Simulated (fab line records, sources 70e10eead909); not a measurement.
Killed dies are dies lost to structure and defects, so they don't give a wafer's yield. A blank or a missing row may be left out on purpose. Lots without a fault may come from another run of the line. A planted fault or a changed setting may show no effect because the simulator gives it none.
Which tool did it? | flow nand_harc | 12 lots, 36 wafers sampled, at 6 steps of a route of 1302

WHAT THE GAUGES READ, wafer by wafer
NHARC_A_M1_INSPECT_11.
lot  | measured     | on                | raw_defect_count
L178 | day 23 07:44 | defect_inspect-02 | 151 124 162
L177 | day 23 08:40 | defect_inspect-01 | 18 20 31
L180 | day 24 10:28 | defect_inspect-01 | 68 68 58
L186 | day 27 06:46 | defect_inspect-02 | 70 71 61
L187 | day 27 08:06 | defect_inspect-02 | 97 88 93
L189 | day 28 16:22 | defect_inspect-01 | 53 70 63
L193 | day 29 00:37 | defect_inspect-01 | 98 95 93
L192 | day 29 01:56 | defect_inspect-01 | 85 66 84
L195 | day 30 12:08 | defect_inspect-02 | 84 79 71
L197 | day 31 02:56 | defect_inspect-02 | 114 127 144
L196 | day 31 09:29 | defect_inspect-02 | 37 44 32
L198 | day 32 00:12 | defect_inspect-01 | 66 67 65

NHARC_A_M1_THK_MEAS_24: measures by xrf.
lot  | measured     | on            | thk_nm (nm)
L178 | day 23 10:13 | film_metro-01 | 155.0 156.2 153.4
L177 | day 23 11:09 | film_metro-01 | 154.3 155.1 153.9
L180 | day 24 12:58 | film_metro-02 | 155.8 157.4 156.6
L186 | day 27 09:17 | film_metro-02 | 153.3 151.6 154.1
L187 | day 27 10:37 | film_metro-02 | 153.1 152.0 152.8
L189 | day 28 18:50 | film_metro-02 | 151.7 153.1 153.3
L193 | day 29 03:08 | film_metro-01 | 156.9 152.6 151.6
L192 | day 29 04:28 | film_metro-01 | 153.3 154.9 151.9
L195 | day 30 14:41 | film_metro-01 | 155.4 151.7 155.5
L197 | day 31 05:29 | film_metro-01 | 154.6 153.3 156.0
L196 | day 31 11:59 | film_metro-01 | 154.9 153.1 153.4
L198 | day 32 02:40 | film_metro-02 | 154.6 154.8 157.6

NHARC_END_SORT_01.
lot  | measured     | on        | defect_limited_yield (%) | killed_at_array | killed_at_other | killed_at_periphery | killed_dies | killed_open | killed_short | sort_bin_2_pct (%) | sort_bin_3_pct (%) | sort_bin_4_pct (%) | sort_n_pass | sort_rim_yield_pct (%) | sort_yield_pct (%)
L192 | day 30 13:04 | prober-01 | 89.7 91.4 90.1           | 60 52 59        | 3 1 1           | 7 5 7               | 70 58 67    | 3 1 5       | 1 0 1        | 2.5 2.5 3.7        | 0.7 0.4 0.3        | 7.1 5.6 5.9        | 607 619 610 | 89 91 92               | 89.7 91.4 90.1

WHICH TOOL RAN EACH LOT (tool, then ch and the chambers of the sampled wafers, then the start)
lot  | NHARC_A_M1_DEGAS_29          | NHARC_A_M1_ECD_22              | NHARC_A_M1_CMP_23
L178 | pvd_sputter-03, day 23 08:50 | ecd_cu-01 ch 0,1, day 23 09:14 | cmp-01 ch 0,1, day 23 09:55
L177 | pvd_sputter-01, day 23 09:44 | ecd_cu-02 ch 0,1, day 23 10:10 | cmp-01 ch 0,1, day 23 10:50
L180 | pvd_sputter-01, day 24 11:33 | ecd_cu-02 ch 0,1, day 24 11:55 | cmp-04 ch 1,2,3, day 24 12:40
L186 | pvd_sputter-02, day 27 07:53 | ecd_cu-01 ch 0,1, day 27 08:21 | cmp-01 ch 0,1, day 27 08:58
L187 | pvd_sputter-03, day 27 09:13 | ecd_cu-02 ch 0,1, day 27 09:35 | cmp-04 ch 0,2, day 27 10:20
L189 | pvd_sputter-01, day 28 17:28 | ecd_cu-02 ch 0,1, day 28 17:55 | cmp-03 ch 0,3, day 28 18:31
L193 | pvd_sputter-03, day 29 01:43 | ecd_cu-01 ch 0,1, day 29 02:09 | cmp-04 ch 1,2,3, day 29 02:51
L192 | pvd_sputter-01, day 29 03:04 | ecd_cu-01 ch 0,1, day 29 03:25 | cmp-03 ch 0,2, day 29 04:08
L195 | pvd_sputter-02, day 30 13:16 | ecd_cu-01 ch 0,1, day 30 13:40 | cmp-03 ch 0,2,3, day 30 14:23
L197 | pvd_sputter-01, day 31 04:04 | ecd_cu-02 ch 0,1, day 31 04:30 | cmp-03 ch 0,1,2, day 31 05:13
L196 | pvd_sputter-02, day 31 10:36 | ecd_cu-01 ch 0,1, day 31 10:59 | cmp-01 ch 0,1,2, day 31 11:43
L198 | pvd_sputter-03, day 32 01:17 | ecd_cu-01 ch 0, day 32 01:41   | cmp-03 ch 0,1,3, day 32 02:23
- NHARC_A_M1_DEGAS_29: time 60 s.
- NHARC_A_M1_ECD_22: material Cu, target thk 400 nm.
- NHARC_A_M1_CMP_23: polishes, t overpolish 20 s, target thk 154.34 nm.

WHAT THE TOOLS THEMSELVES READ (means of the sampled wafers that have a number; where no wafer has one, the mark that the record gives instead)
NHARC_A_M1_DEGAS_29.
lot  | tool           | heater_power_w (W)
L178 | pvd_sputter-03 | 338
L177 | pvd_sputter-01 | 323
L180 | pvd_sputter-01 | 320
L186 | pvd_sputter-02 | 308
L187 | pvd_sputter-03 | 325
L189 | pvd_sputter-01 | 322
L193 | pvd_sputter-03 | 338
L192 | pvd_sputter-01 | 325
L195 | pvd_sputter-02 | 337
L197 | pvd_sputter-01 | 314
L196 | pvd_sputter-02 | 320
L198 | pvd_sputter-03 | 319

NHARC_A_M1_CMP_23.
lot  | tool   | motor_current_A (A) | time_to_endpoint_s (s)
L178 | cmp-01 | 12.2                | 31.1
L177 | cmp-01 | 12.0                | 29.1
L180 | cmp-04 | 13.6                | 32.5
L186 | cmp-01 | 12.1                | 29.4
L187 | cmp-04 | 10.3                | 26.1
L189 | cmp-03 | 13.4                | 24.6
L193 | cmp-04 | 13.8                | 31.6
L192 | cmp-03 | 12.8                | 27.3
L195 | cmp-03 | 13.0                | 31.7
L197 | cmp-03 | 12.8                | 29.2
L196 | cmp-01 | 11.6                | 27.9
L198 | cmp-03 | 12.4                | 26.5

THE ANSWER, worked out from the rows above alone
Rule: what is usual is taken from the lots themselves. Put in order of their means at a reading, lots are off if they are a third of the lots or fewer, leave a main group of 4 or more, and stand apart from it by a gap of 3 or more times the standard deviation of the main group's means; of several such gaps the widest counts. A main group whose means are all the same, to the digits that the tables above print for the reading, isn't used. A lot without any number at a reading at which 4 lots or more have one is off too. The other lots that the step has rows for count as sound. The gauges are gone through in route order, then the tools' own readings, and for those a lot's mean is taken as printed above. The first step at which some lot is off is used, and at that step the reading that is off furthest; a lot without a number counts as furthest.
No lot is off at any reading shown: from this, nothing can be told.

WHAT THE SIMULATOR HAD PUT IN
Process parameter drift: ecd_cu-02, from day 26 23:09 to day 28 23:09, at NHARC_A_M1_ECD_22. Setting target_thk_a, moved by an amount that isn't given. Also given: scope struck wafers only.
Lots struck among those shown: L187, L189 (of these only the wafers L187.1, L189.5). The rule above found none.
